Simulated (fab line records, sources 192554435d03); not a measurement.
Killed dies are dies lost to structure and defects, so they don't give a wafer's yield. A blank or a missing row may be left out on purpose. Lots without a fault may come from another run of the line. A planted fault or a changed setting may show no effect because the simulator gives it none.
Split-lot experiment | flow n5_finfet | 7 lots, 21 wafers read, on a route of 1938 steps

THE SPLIT
At N5_MOL_CONTACT_COAG_ALD_131 (deposits SiO2, target thk 5 nm, pulse time 1 s, co reactant pulse time 1 s), the setting ald_cycles was moved away from the recipe's 35 on 6 of the 21 wafers read, by -14.3% to +14.3%. The other wafers ran this setting at the recipe's value.

The reading is taken at the split's own step.

THE READING
SiO2_of_MOL_CONTACT_COAG_ALD_131.thk_nm (the simulator's own value, which no gauge read), in nm, at N5_MOL_CONTACT_COAG_ALD_131 (deposits SiO2, target thk 5 nm, pulse time 1 s, co reactant pulse time 1 s). The file gives no usual value for it.

wafer  | tool, chamber at the split | ald_cycles as run | against the recipe | SiO2_of_MOL_CONTACT_COAG_ALD_131.thk_nm, nm | against lot-mates on the recipe
L076.2 | ald_sin-02, 0,3,2          | 35                | recipe             | 5                                           | -
L076.4 | ald_sin-02, 0,3,2          | 35                | recipe             | 5                                           | -
L076.5 | ald_sin-02, 0,3,2          | 35                | recipe             | 5                                           | -
L079.1 | ald_sin-02, 2,0,1          | 35                | recipe             | 5                                           | -
L079.2 | ald_sin-02, 2,0,1          | 35                | recipe             | 5                                           | -
L079.4 | ald_sin-02, 2,0,1          | 35                | recipe             | 5                                           | -
L083.3 | ald_sin-02, 0              | 30                | -14.3%             | 4.2                                         | -0.8
L083.4 | ald_sin-02, 0              | 30                | -14.3%             | 4.2                                         | -0.8
L083.5 | ald_sin-02, 3              | 35                | recipe             | 5                                           | -
L088.1 | ald_sin-03, 0,1,1          | 35                | recipe             | 5                                           | -
L088.4 | ald_sin-03, 0,1,1          | 35                | recipe             | 5                                           | -
L088.5 | ald_sin-03, 0,1,1          | 35                | recipe             | 5                                           | -
L089.1 | ald_sin-03, 2,0            | 35                | recipe             | 5                                           | -
L089.4 | ald_sin-03, 2,0            | 35                | recipe             | 5                                           | -
L089.2 | ald_sin-03, 3              | 30                | -14.3%             | 4.2                                         | -0.8
L090.1 | ald_sin-01, 3              | 35                | recipe             | 5                                           | -
L090.2 | ald_sin-01, 1,3            | 30                | -14.3%             | 4.2                                         | -0.8
L090.5 | ald_sin-01, 1,3            | 30                | -14.3%             | 4.2                                         | -0.8
L092.1 | ald_sin-01, 0,2            | 35                | recipe             | 5                                           | -
L092.3 | ald_sin-01, 0,2            | 35                | recipe             | 5                                           | -
L092.4 | ald_sin-01, 1              | 40                | +14.3%             | 5.8                                         | +0.8
Where a row lists several chambers, the file gives one row for several wafers and doesn't say which wafer went through which chamber.

THE FIT
A straight line over all 21 wafers: SiO2_of_MOL_CONTACT_COAG_ALD_131.thk_nm changes by +0.056 nm for each +1% of ald_cycles; r = +1.00; the points scatter about the line by 0 nm.
The same after taking each lot's own level away (the mean of its wafers on the recipe; 21 wafers): +0.056 nm for each +1%; r = +1.00; scatter 0 nm.
On that fit, the largest move of ald_cycles shifts the reading by 0.8 nm.
The lots' own levels span 5.00 to 5.00 nm.
So the lot-to-lot level changes the slope little: the two slopes agree.
Check: with one of the wafers moved furthest among these (-14.3%) left out of the fit, the line predicts -0.8 nm for it against its lot-mates. It came out at -0.8 nm against them.

OTHER SPLITS ON THESE WAFERS
These wafers also went through other splits before the reading. Each is held against what the fit with the lots' levels taken away leaves over:
other split on the same wafers            | wafers away from the commonest value | r with SiO2_of_MOL_CONTACT_COAG_ALD_131.thk_nm (lot level and that fit taken away)
N5_GATE_CUT_COAT_07 spin_rpm              | 4                                    | +0.02
N5_MOL_CONTACT_COAG_SPUTTER_130 power_w   | 10                                   | -0.10
N5_MOL_CONTACT_COAG_CMP_23 down_force_psi | 5                                    | +0.29

THE FILE'S OWN FIT
SiO2_of_MOL_CONTACT_COAG_ALD_131.thk_nm changes by +0.056 nm for each +1% of ald_cycles, r = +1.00.
